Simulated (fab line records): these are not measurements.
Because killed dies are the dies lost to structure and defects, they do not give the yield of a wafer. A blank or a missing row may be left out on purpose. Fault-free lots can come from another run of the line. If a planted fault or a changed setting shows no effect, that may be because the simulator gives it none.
Chamber matching	flow n5Finfet	N5_BEOL_M8_ETCH_62 on rieDiel-03 has 4 sister chambers
The step etches SOC in N2/H2, target depth 110 nm, overetch 22 nm, time 165 s. 4 wafers are shown with their chamber, then 12 later ones without.

WAFERS, EACH WITH ITS CHAMBER
wafer	chamber	drypumpMotorCurrentA (A)
L094.1	0	5.47
L092.1	3	5.88
L092.4	1	5.92
L092.5	2	6.08

WAFERS MISSING THEIR CHAMBER
wafer	drypumpMotorCurrentA (A)
L093.1	5.88
L093.2	6.07
L093.3	5.42
L093.4	5.92
L093.5	5.87
L093.6	6.08
L095.1	5.47
L095.3	6.07
L095.6	5.90
L097.1	5.43
L097.4	5.90
L097.5	5.90

CHAMBER TAKEN BY EACH
wafer	from the rows above	in truth
L093.1	can't be placed: 3 or 1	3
L093.2	2	2
L093.3	0	0
L093.4	can't be placed: 1 or 3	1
L093.5	can't be placed: 3 or 1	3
L093.6	2	2
L095.1	0	0
L095.3	2	2
L095.6	can't be placed: 1 or 3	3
L097.1	0	0
L097.4	can't be placed: 1 or 3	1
L097.5	can't be placed: 1 or 3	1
Placed correctly: 6 of 12. Cannot be placed on the basis of these rows: 6; the candidates contain the true chamber in 6. 0 placed wrongly.
How it was worked out, from the rows above alone: a wafer's distance from a chamber is the root of the sum, over the readings, of the square of ((its reading less the chamber's mean) divided by the reading's scatter). The wafer belongs to the nearest chamber; if the next one is less than 2 further off, it can't be placed. Each chamber's mean is taken over the wafers shown for it. The scatter: with one shown wafer a chamber, the root of the mean of the squares of how far each hidden wafer lies from its nearest shown one.
